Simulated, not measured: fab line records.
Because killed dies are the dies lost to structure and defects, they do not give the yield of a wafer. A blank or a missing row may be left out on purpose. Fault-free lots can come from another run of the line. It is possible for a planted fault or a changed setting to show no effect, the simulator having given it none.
fab line records	flow n5-finfet	part 1 of 2: steps 1 to 28 of 36
[record] lots = 5	wafers = 15	last-day = 16
route steps=1938 shown PMOS_HMC_CHANNEL_EPI@80 FIN_SAQP@90
lots with no fault: from the same line, run without faults
start-h: the number of hours between the record's first day and the start of the first shown wafer of the lot	wait-h: time in hours since the lot's previous step	" identical to the entry in the row above	L1.1+2: several wafers, shown together as one row	- value missing, or start not given	* or withheld: withheld	< > ~ a bound
route shown NAME@n: names a module that has steps shown in the file, with the first one's number in the route	usual: mean and standard deviation over wafers with no fault	same: alike in all rows	chamber/n: place in a boat	sites: each site's reading	_std_site: standard deviation of those values	_edge_site: outer sites' mean less inner sites'	radius-mm: how far each site lies from the wafer's centre	mask NAME#n: copy n	behind: the last tool/chamber to shape the wafer	hold: cause of the lot's hold/its duration in hours/its outcome	device: the n, p or np transistor that did not switch	end of line: tests run on the same wafers once the route is complete	where a step has no rows: the recipe by itself	killed: dies lost to structure and defects at the first sort, not the wafer's yield	map: a wafer's dies, marking killed ones x, the rest . and places with no die _
set.NAME: the setting that was run; set.NAME@STEP: the one run at that earlier step	model.NAME: the simulator's own value behind a step, which no gauge read
lots seen at some steps along the route; tables by step, rows by wafer
services: a tool's chamber out of use, with start hour (start-h, from the record's first day; less than 0 if before it), hours out, and reason
[[steps]]
[step N5_PMOS_HMC_CHANNEL_EPI_SRD_39]
[recipe] dry = ipa-marangoni	time-s = 30	temp-c = 23	rinse-liquid = diw
lot.wafer	tool	chamber	start-h	wait-h
L074.1+2+6	wet-bench-05	7,3,6	19.85	0.0
L079.1+2+3	wet-bench-02	0,6,7	49.49	0.0
L088.4+5+6	wet-bench-05	0,4,1	103.85	0.0
L090.1+4+5	wet-bench-05	5,6,2	115.75	0.0
L091.2+5+6	wet-bench-05	5,1,0	121.07	0.0
[step N5_PMOS_HMC_CHANNEL_EPI_CMP_21]
[recipe] material = SiGe30	post-cmp-clean = alkaline-brush	target-thk-nm = 54
[usual] motor-current-A = 12.2/1.4	slurry-filter-dp-kPa = 13.51/0.14
lot.wafer	tool	chamber	start-h	wait-h	motor-current-A	slurry-filter-dp-kPa
L074.2	cmp-03	3	19.89	0.0	10.9	13.32
L074.1	"	2	"	"	13.4	13.37
L074.6	"	0	"	"	10.7	13.44
L079.2	cmp-02	0	49.56	0.1	13.3	13.54
L079.3	"	1	"	"	14.1	13.38
L079.1	"	2	"	"	10.3	13.59
L088.4	cmp-04	0	103.96	0.1	11.2	13.39
L088.6	"	2	"	"	13.2	13.70
L088.5	"	3	"	"	12.2	13.37
L090.1	cmp-04	1	115.90	0.1	11.9	13.26
L090.4	"	2	"	"	12.7	13.46
L090.5	"	0	"	"	11.3	13.35
L091.2	cmp-03	3	121.18	0.1	10.9	13.55
L091.6	"	1	"	"	15.1	13.87
L091.5	"	2	"	"	13.3	13.27
[step N5_PMOS_HMC_CHANNEL_EPI_THK_MEAS_22]
[recipe] reads = SiGe30_of_PMOS_HMC_CHANNEL_EPI_EPI_20
[usual] HMC_CMP_THK = 54.6/1.2
lot.wafer	tool	chamber	start-h	wait-h	HMC_CMP_THK[nm]
L074.1	film-metro-02	-	20.19	-	52.5
L074.2	"	-	"	"	55.0
L074.6	"	-	"	"	55.3
L079.1	film-metro-02	-	49.82	-	55.5
L079.2	"	-	"	"	53.1
L079.3	"	-	"	"	55.5
L088.4	film-metro-02	-	104.18	-	56.3
L088.5	"	-	"	"	55.2
L088.6	"	-	"	"	56.2
L090.1	film-metro-01	-	116.12	-	54.9
L090.4	"	-	"	"	56.3
L090.5	"	-	"	"	55.8
L091.2	film-metro-01	-	121.40	-	55.3
L091.5	"	-	"	"	55.8
L091.6	"	-	"	"	53.6
[step N5_PMOS_HMC_CHANNEL_EPI_PRECLEAN_40]
[recipe] chemistry = DHF	time-s = 30	temp-c = 25	dilution = withheld
lot.wafer	tool	chamber	start-h	wait-h
L074.1+2+6	wet-bench-04	3,4,7	20.22	0.0
L079.1+2+3	wet-bench-05	3,0,5	49.85	0.0
L088.4+5+6	wet-bench-05	5,7,0	104.21	0.0
L090.1+4+5	wet-bench-04	5,4,7	116.15	0.0
L091.2+5+6	wet-bench-02	6,3,7	121.43	0.0
[step N5_PMOS_HMC_CHANNEL_EPI_PRECLEAN_37]
[recipe] chemistry = O3/DIW	time-s = 45	temp-c = 22	o3-ppm = 10
lot.wafer	tool	chamber	start-h	wait-h
L074.1+2+6	wet-bench-04	3,4,7	20.23	0.0
L079.1+2+3	wet-bench-05	3,0,5	49.86	0.0
L088.4+5+6	wet-bench-05	5,7,0	104.22	0.0
L090.1+4+5	wet-bench-04	5,4,7	116.17	0.0
L091.2+5+6	wet-bench-02	6,3,7	121.44	0.0
[step N5_PMOS_HMC_CHANNEL_EPI_PRECLEAN_24]
[recipe] chemistry = DHF	time-s = 30	temp-c = 25	dilution = withheld
lot.wafer	tool	chamber	start-h	wait-h
L074.1+2+6	wet-bench-04	3,4,7	20.24	0.0
L079.1+2+3	wet-bench-05	3,0,5	49.87	0.0
L088.4+5+6	wet-bench-05	5,7,0	104.23	0.0
L090.1+4+5	wet-bench-04	5,4,7	116.20	0.0
L091.2+5+6	wet-bench-02	6,3,7	121.45	0.0
[step N5_PMOS_HMC_CHANNEL_EPI_SRD_25]
[recipe] dry = ipa-marangoni	do-ppb = 5	time-s = 30	temp-c = 23	rinse-liquid = diw
lot.wafer	tool	chamber	start-h	wait-h
L074.1+2+6	wet-bench-04	3,4,7	20.25	0.0
L079.1+2+3	wet-bench-05	3,0,5	49.88	0.0
L088.4+5+6	wet-bench-05	5,7,0	104.24	0.0
L090.1+4+5	wet-bench-04	5,4,7	116.21	0.0
L091.2+5+6	wet-bench-02	6,3,7	121.46	0.0
[step N5_PMOS_HMC_CHANNEL_EPI_EPI_26]
[recipe] material = Si	target-thk-a = 38	temp-c = 650	precursor = SiH4/H2	pressure-torr = 20	time-s = 22.7
[usual] throttle-valve-pct = 11.3/0.53
lot.wafer	tool	chamber	start-h	wait-h	throttle-valve-pct
L074.1	epi-rpcvd-01	0	20.30	0.0	12.0
L074.2	"	0	"	"	12.1
L074.6	"	0	"	"	11.9
L079.1	epi-rpcvd-04	0	49.93	0.0	10.6
L079.2	"	0	"	"	10.9
L079.3	"	0	"	"	10.8
L088.4	epi-rpcvd-01	0	104.44	0.2	12.1
L088.5	"	0	"	"	11.8
L088.6	"	0	"	"	12.0
L090.1	epi-rpcvd-04	0	116.28	0.0	10.8
L090.4	"	0	"	"	10.9
L090.5	"	0	"	"	10.7
L091.2	epi-rpcvd-01	0	121.56	0.1	12.2
L091.5	"	0	"	"	12.1
L091.6	"	0	"	"	12.0
[step N5_PMOS_HMC_CHANNEL_EPI_INSPECT_30]
[recipe] inspect-instrument = darkfield	mode = post-epi
[usual] raw-defect-count = 20/6.9
lot.wafer	tool	chamber	start-h	wait-h	raw-defect-count
L074.1	defect-inspect-01	-	20.77	0.0	15
L074.2	"	-	"	"	25
L074.6	"	-	"	"	10
L079.1	defect-inspect-02	-	50.40	0.0	9
L079.2	"	-	"	"	10
L079.3	"	-	"	"	20
L088.4	defect-inspect-02	-	104.66	0.0	17
L088.5	"	-	"	"	29
L088.6	"	-	"	"	18
L090.1	defect-inspect-02	-	116.65	0.0	25
L090.4	"	-	"	"	16
L090.5	"	-	"	"	24
L091.2	defect-inspect-02	-	121.88	0.0	25
L091.5	"	-	"	"	22
L091.6	"	-	"	"	18
[step N5_FIN_SAQP_PRECLEAN_42]
[recipe] chemistry = O3/DIW	time-s = 60	temp-c = 22	o3-ppm = 10
lot.wafer	tool	chamber	start-h	wait-h
L074.1+2+6	wet-bench-03	6,0,2	20.80	0.0
L079.1+2+3	wet-bench-01	1,4,3	50.43	0.0
L088.4+5+6	wet-bench-03	5,1,2	104.69	0.0
L090.1+4+5	wet-bench-06	1,6,2	116.68	0.0
L091.2+5+6	wet-bench-01	5,2,4	121.91	0.0
[step N5_FIN_SAQP_PRECLEAN_00]
[recipe] chemistry = SC1	time-s = 60	temp-c = 55	mix = 1:2:50
lot.wafer	tool	chamber	start-h	wait-h
L074.1+2+6	wet-bench-03	6,0,2	20.81	0.0
L079.1+2+3	wet-bench-01	1,4,3	50.45	0.0
L088.4+5+6	wet-bench-03	5,1,2	104.71	0.0
L090.1+4+5	wet-bench-06	1,6,2	116.70	0.0
L091.2+5+6	wet-bench-01	5,2,4	121.93	0.0
[step N5_FIN_SAQP_PRECLEAN_44]
[recipe] chemistry = SC2	time-s = 45	temp-c = 35	mix = 1:1:50
lot.wafer	tool	chamber	start-h	wait-h
L074.1+2+6	wet-bench-03	6,0,2	20.83	0.0
L079.1+2+3	wet-bench-01	1,4,3	50.46	0.0
L088.4+5+6	wet-bench-03	5,1,2	104.72	0.0
L090.1+4+5	wet-bench-06	1,6,2	116.72	0.0
L091.2+5+6	wet-bench-01	5,2,4	121.95	0.0
[step N5_FIN_SAQP_SRD_01]
[recipe] dry = ipa-marangoni	time-s = 30	temp-c = 23	rinse-liquid = diw
lot.wafer	tool	chamber	start-h	wait-h
L074.1+2+6	wet-bench-03	6,0,2	20.84	0.0
L079.1+2+3	wet-bench-01	1,4,3	50.48	0.0
L088.4+5+6	wet-bench-03	5,1,2	104.74	0.0
L090.1+4+5	wet-bench-06	1,6,2	116.73	0.0
L091.2+5+6	wet-bench-01	5,2,4	121.96	0.0
[step N5_FIN_SAQP_ALD_61]
[recipe] material = SiO2	target-thk-a = 40	temp-c = 300	ald-precursor-family = BDEAS	ald-co-reactant = O2-plasma	pulse-time-s = 1	purge-time-s = 2	co-reactant-purge-time-s = 2	ald-cycles = 43	pressure-torr = 2
[usual] heater-power-w = 476/32	precursor-pulse-height-rel = 1.001/0.021
[same] purge-time-s = 2
lot.wafer	tool	chamber	start-h	wait-h	heater-power-w	precursor-pulse-height-rel
L074.1	ald-sin-01	3	20.91	0.0	477	1.006
L074.2	"	1	"	"	431	1.035
L074.6	"	2	"	"	471	1.013
L079.1	ald-sin-02	3	50.92	0.4	462	0.960
L079.2	"	2	"	"	479	1.020
L079.3	"	0	"	"	629	0.971
L088.4	ald-sin-02	0	104.78	0.0	559	1.002
L088.5	"	3	"	"	487	1.044
L088.6	"	2	"	"	466	0.996
L090.1	ald-sin-01	1	116.78	0.0	433	1.040
L090.4	"	0	"	"	507	0.995
L090.5	"	3	"	"	485	0.992
L091.2	ald-sin-01	0	122.01	0.0	490	1.017
L091.5	"	3	"	"	487	0.954
L091.6	"	2	"	"	481	1.010
[step N5_FIN_SAQP_DENSIFY_62]
[recipe] temp-c = 700	time-s = 60	ambient = N2	idle-temp-c = 600	ramp-up-c-per-s = 150	ramp-down-c-per-s = 60	cool-to-c = 600
[usual] lamp-power-pct = 9.85/0.049	wafer_temp_C_max = 703.3/0.61
lot.wafer	tool	chamber	start-h	wait-h	lamp-power-pct	wafer_temp_C_max
L074.1	rtp-anneal-01	0	21.11	0.1	9.77	703.1
L074.2	"	0	"	"	9.85	703.3
L074.6	"	0	"	"	9.88	703.9
L079.1	rtp-anneal-01	0	51.24	0.2	9.86	703.5
L079.2	"	0	"	"	9.93	703.5
L079.3	"	0	"	"	9.91	703.1
L088.4	rtp-anneal-02	0	105.08	0.2	9.85	704.7
L088.5	"	0	"	"	9.84	703.0
L088.6	"	0	"	"	9.90	702.7
L090.1	rtp-anneal-02	0	116.98	0.1	9.86	702.7
L090.4	"	0	"	"	9.83	703.2
L090.5	"	0	"	"	9.94	703.9
L091.2	rtp-anneal-02	0	122.29	0.2	9.91	703.2
L091.5	"	0	"	"	9.90	702.0
L091.6	"	0	"	"	9.95	702.8
[step N5_FIN_SAQP_HM_DEP_03]
[recipe] material = SiNx	target-thk-a = 380	temp-c = 400	precursor = SiH4/NH3/N2	pressure-torr = 1.5	rf-w = 300	time-s = 33.6
[usual] heater-power-w = 730/80	showerhead-plenum-p-Torr = 5.14/0.064	throttle-valve-pct = 39.7/1.2
lot.wafer	tool	chamber	start-h	wait-h	heater-power-w	showerhead-plenum-p-Torr	throttle-valve-pct
L074.1	pecvd-04	0	21.33	0.2	772	5.08	39.1
L074.2	"	1	"	"	734	5.12	40.2
L074.6	"	1	"	"	761	5.11	40.3
L079.1	pecvd-03	1	51.45	0.2	749	5.24	37.9
L079.2	"	0	"	"	792	5.11	39.4
L079.3	"	2	"	"	753	5.22	40.2
L088.4	pecvd-03	0	105.23	0.1	905	5.12	39.8
L088.5	"	1	"	"	703	5.25	37.9
L088.6	"	2	"	"	630	5.21	40.0
L090.1	pecvd-04	1	117.20	0.2	649	5.11	40.2
L090.4	"	0	"	"	803	5.07	39.4
L090.5	"	2	"	"	768	5.05	38.3
L091.2	pecvd-03	2	122.49	0.2	668	5.21	40.1
L091.5	"	0	"	"	854	5.13	39.9
L091.6	"	2	"	"	677	5.22	40.1
[step N5_FIN_SAQP_THK_MEAS_05]
[usual] thk-nm = 38.0/0.54
lot.wafer	tool	chamber	start-h	wait-h	thk-nm
L074.1	film-metro-01	-	21.44	0.1	36.8
L074.2	"	-	"	"	37.3
L074.6	"	-	"	"	38.4
L079.1	film-metro-01	-	51.54	0.1	37.5
L079.2	"	-	"	"	37.6
L079.3	"	-	"	"	37.4
L088.4	film-metro-01	-	105.29	0.0	38.4
L088.5	"	-	"	"	38.8
L088.6	"	-	"	"	38.1
L090.1	film-metro-02	-	117.28	0.1	37.6
L090.4	"	-	"	"	37.8
L090.5	"	-	"	"	38.5
L091.2	film-metro-01	-	122.58	0.1	37.7
L091.5	"	-	"	"	38.3
L091.6	"	-	"	"	38.1
[step N5_FIN_SAQP_PECVD_47]
[recipe] material = a-Si	target-thk-a = 450	temp-c = 400	precursor = SiH4/He	pressure-torr = 3	rf-w = 100	time-s = 36.3
[usual] heater-power-w = 779/62	showerhead-plenum-p-Torr = 5.64/0.036	throttle-valve-pct = 18.2/0.59
lot.wafer	tool	chamber	start-h	wait-h	heater-power-w	showerhead-plenum-p-Torr	throttle-valve-pct
L074.1	pecvd-01	0	21.48	0.0	796	5.63	18.9
L074.2	"	2	"	"	736	5.66	17.7
L074.6	"	0	"	"	816	5.63	19.0
L079.1	pecvd-01	1	51.58	0.0	721	5.63	18.7
L079.2	"	2	"	"	703	5.67	17.7
L079.3	"	0	"	"	836	5.63	19.2
L088.4	pecvd-01	1	105.35	0.1	753	5.64	18.6
L088.5	"	2	"	"	751	5.66	17.7
L088.6	"	0	"	"	717	5.63	19.3
L090.1	pecvd-01	0	117.32	0.0	806	5.63	19.2
L090.4	"	1	"	"	787	5.62	18.5
L090.5	"	2	"	"	678	5.66	17.9
L091.2	pecvd-01	2	122.62	0.0	638	5.66	17.6
L091.5	"	2	"	"	653	5.66	18.0
L091.6	"	0	"	"	732	5.63	19.1
[step N5_FIN_SAQP_PECVD_48]
[recipe] material = SiNx	target-thk-a = 250	temp-c = 400	precursor = SiH4/NH3/N2	pressure-torr = 1.5	rf-w = 300	time-s = 22.1
[usual] heater-power-w = 701/66	showerhead-plenum-p-Torr = 5.11/0.048	throttle-valve-pct = 39.9/1.3
lot.wafer	tool	chamber	start-h	wait-h	heater-power-w	showerhead-plenum-p-Torr	throttle-valve-pct
L074.1	pecvd-01	0	21.52	0.0	635	5.10	41.7
L074.2	"	2	"	"	641	5.12	38.4
L074.6	"	0	"	"	652	5.10	41.6
L079.1	pecvd-01	1	51.62	0.0	627	5.09	41.2
L079.2	"	2	"	"	627	5.13	38.6
L079.3	"	0	"	"	623	5.08	41.7
L088.4	pecvd-01	1	105.39	0.0	706	5.10	40.9
L088.5	"	2	"	"	599	5.12	38.6
L088.6	"	0	"	"	742	5.10	42.3
L090.1	pecvd-01	0	117.36	0.0	750	5.09	42.2
L090.4	"	1	"	"	722	5.09	40.9
L090.5	"	2	"	"	674	5.14	38.6
L091.2	pecvd-01	2	122.66	0.0	651	5.12	38.8
L091.5	"	2	"	"	672	5.12	38.9
L091.6	"	0	"	"	681	5.09	42.2
[step N5_FIN_SAQP_PECVD_06]
[recipe] material = a-Si	target-thk-a = 600	temp-c = 400	precursor = SiH4/He	pressure-torr = 3	rf-w = 100	time-s = 48.1
[usual] heater-power-w = 780/58	showerhead-plenum-p-Torr = 5.64/0.035	throttle-valve-pct = 18.2/0.58
lot.wafer	tool	chamber	start-h	wait-h	heater-power-w	showerhead-plenum-p-Torr	throttle-valve-pct
L074.1	pecvd-01	0	21.56	0.0	766	5.63	19.1
L074.2	"	2	"	"	773	5.66	17.3
L074.6	"	0	"	"	740	5.64	19.0
L079.1	pecvd-01	1	51.66	0.0	680	5.62	18.7
L079.2	"	2	"	"	692	5.66	17.5
L079.3	"	0	"	"	773	5.62	19.2
L088.4	pecvd-01	1	105.43	0.0	798	5.63	18.7
L088.5	"	2	"	"	703	5.66	17.6
L088.6	"	0	"	"	687	5.62	19.2
L090.1	pecvd-01	0	117.40	0.0	732	5.63	19.1
L090.4	"	1	"	"	791	5.62	18.5
L090.5	"	2	"	"	736	5.66	17.7
L091.2	pecvd-01	2	122.70	0.0	766	5.66	17.7
L091.5	"	2	"	"	761	5.66	17.7
L091.6	"	0	"	"	814	5.64	19.2
[step N5_FIN_SAQP_THK_MEAS_07]
[usual] thk-nm = 59.8/0.81
lot.wafer	tool	chamber	start-h	wait-h	thk-nm
L074.1	film-metro-01	-	21.65	0.1	59.0
L074.2	"	-	"	"	59.8
L074.6	"	-	"	"	60.5
L079.1	film-metro-01	-	51.75	0.1	59.5
L079.2	"	-	"	"	60.8
L079.3	"	-	"	"	60.1
L088.4	film-metro-01	-	105.50	0.0	58.9
L088.5	"	-	"	"	60.9
L088.6	"	-	"	"	60.6
L090.1	film-metro-02	-	117.49	0.1	59.9
L090.4	"	-	"	"	59.4
L090.5	"	-	"	"	60.5
L091.2	film-metro-01	-	122.79	0.1	60.2
L091.5	"	-	"	"	60.0
L091.6	"	-	"	"	60.6
[step N5_FIN_SAQP_HM_DEP_72]
[recipe] material = SiO2	target-thk-a = 120	temp-c = 400	precursor = SiH4/N2O	pressure-torr = 0.75	rf-w = 275	time-s = 7.2
[usual] heater-power-w = 723/68	showerhead-plenum-p-Torr = 8.11/0.13
lot.wafer	tool	chamber	start-h	wait-h	heater-power-w	showerhead-plenum-p-Torr
L074.1	pecvd-03	1	21.68	0.0	697	8.35
L074.2	"	2	"	"	720	8.29
L074.6	"	1	"	"	690	8.36
L079.1	pecvd-04	1	51.78	0.0	665	8.08
L079.2	"	2	"	"	711	7.98
L079.3	"	0	"	"	806	8.01
L088.4	pecvd-04	2	105.56	0.1	744	7.99
L088.5	"	0	"	"	745	8.03
L088.6	"	1	"	"	707	8.08
L090.1	pecvd-04	1	117.53	0.0	715	8.07
L090.4	"	2	"	"	655	7.98
L090.5	"	1	"	"	751	8.05
L091.2	pecvd-04	2	122.82	0.0	753	7.98
L091.5	"	0	"	"	773	8.00
L091.6	"	2	"	"	734	7.97
[step N5_FIN_SAQP_COAT_49]
[recipe] resist = SOC	temp-c = 250	time-s = 60	spin-rpm = 1500	resist-thk-nm = 100
[usual] dispense-pressure-kPa = 55/3.9
lot.wafer	tool	chamber	start-h	wait-h	dispense-pressure-kPa
L074.1	litho-track-02	0	21.76	0.1	60
L074.2	"	0	"	"	60
L074.6	"	0	"	"	60
L079.1	litho-track-05	0	51.86	0.1	56
L079.2	"	0	"	"	57
L079.3	"	0	"	"	57
L088.4	litho-track-05	0	105.61	0.0	57
L088.5	"	0	"	"	56
L088.6	"	0	"	"	57
L090.1	litho-track-01	0	117.60	0.1	51
L090.4	"	0	"	"	51
L090.5	"	0	"	"	51
L091.2	litho-track-02	0	122.90	0.1	60
L091.5	"	0	"	"	60
L091.6	"	0	"	"	60
[step N5_FIN_SAQP_COAT_50]
[recipe] resist = SiARC	temp-c = 220	time-s = 60	spin-rpm = 1500	resist-thk-nm = 35
[usual] dispense-pressure-kPa = 55/3.9
lot.wafer	tool	chamber	start-h	wait-h	dispense-pressure-kPa
L074.1	litho-track-02	0	-	-	60
L074.2	"	0	"	"	60
L074.6	"	0	"	"	60
L079.1	litho-track-05	0	-	-	57
L079.2	"	0	"	"	57
L079.3	"	0	"	"	57
L088.4	litho-track-05	0	-	-	57
L088.5	"	0	"	"	57
L088.6	"	0	"	"	57
L090.1	litho-track-01	0	-	-	51
L090.4	"	0	"	"	51
L090.5	"	0	"	"	51
L091.2	litho-track-02	0	-	-	60
L091.5	"	0	"	"	60
L091.6	"	0	"	"	60
[step N5_FIN_SAQP_COAT_10]
[recipe] resist = CAR-ArF	spin-rpm = 1500	resist-thk-nm = 90
[usual] dispense-pressure-kPa = 55/3.9
lot.wafer	tool	chamber	start-h	wait-h	dispense-pressure-kPa
L074.1	litho-track-02	0	-	-	60
L074.2	"	0	"	"	60
L074.6	"	0	"	"	60
L079.1	litho-track-05	0	-	-	57
L079.2	"	0	"	"	57
L079.3	"	0	"	"	57
L088.4	litho-track-05	0	-	-	56
L088.5	"	0	"	"	56
L088.6	"	0	"	"	57
L090.1	litho-track-01	0	-	-	51
L090.4	"	0	"	"	51
L090.5	"	0	"	"	51
L091.2	litho-track-02	0	-	-	60
L091.5	"	0	"	"	60
L091.6	"	0	"	"	60
[step N5_FIN_SAQP_EBR_12]
[recipe] solvent = PGMEA	ebr-width-mm = 1.5
lot.wafer	tool	chamber	start-h	wait-h
L074.1+2+6	litho-track-02	0	-	-
L079.1+2+3	litho-track-05	0	-	-
L088.4+5+6	litho-track-05	0	-	-
L090.1+4+5	litho-track-01	0	-	-
L091.2+5+6	litho-track-02	0	-	-
[step N5_FIN_SAQP_SOFTBAKE_11]
[recipe] temp-c = 110	time-s = 60	resist = CAR-ArF
lot.wafer	tool	chamber	start-h	wait-h
L074.1+2+6	litho-track-02	0	-	-
L079.1+2+3	litho-track-05	0	-	-
L088.4+5+6	litho-track-05	0	-	-
L090.1+4+5	litho-track-01	0	-	-
L091.2+5+6	litho-track-02	0	-	-
[step N5_FIN_SAQP_EXPOSE_13]
[recipe] mask-id = FIN_CORE	na = 1.35	source-shape = dipole	sigma-inner = 0.538	sigma-outer = 0.738	polarization = te	target-cd-nm = 35.6	dose-mj = 63.25
[usual] focus-offset-nm = 0.0/0.5
lot.wafer	tool	chamber	start-h	wait-h	mask	focus-offset-nm
L074.1	arfi-scanner-02	0	21.88	-	FIN_CORE#0	-0.8
L074.2	"	0	"	"	FIN_CORE#0	-0.1
L074.6	"	0	"	"	FIN_CORE#0	-0.6
L079.1	arfi-scanner-03	0	52.10	-	FIN_CORE#0	-0.1
L079.2	"	0	"	"	FIN_CORE#0	0.4
L079.3	"	0	"	"	FIN_CORE#0	-0.8
L088.4	arfi-scanner-01	0	105.75	-	FIN_CORE#0	-0.3
L088.5	"	0	"	"	FIN_CORE#0	0.0
L088.6	"	0	"	"	FIN_CORE#0	-0.2
L090.1	arfi-scanner-01	0	117.85	-	FIN_CORE#0	0.1
L090.4	"	0	"	"	FIN_CORE#0	0.4
L090.5	"	0	"	"	FIN_CORE#0	0.5
L091.2	arfi-scanner-03	0	123.15	-	FIN_CORE#0	-0.5
L091.5	"	0	"	"	FIN_CORE#0	0.6
L091.6	"	0	"	"	FIN_CORE#0	-0.1
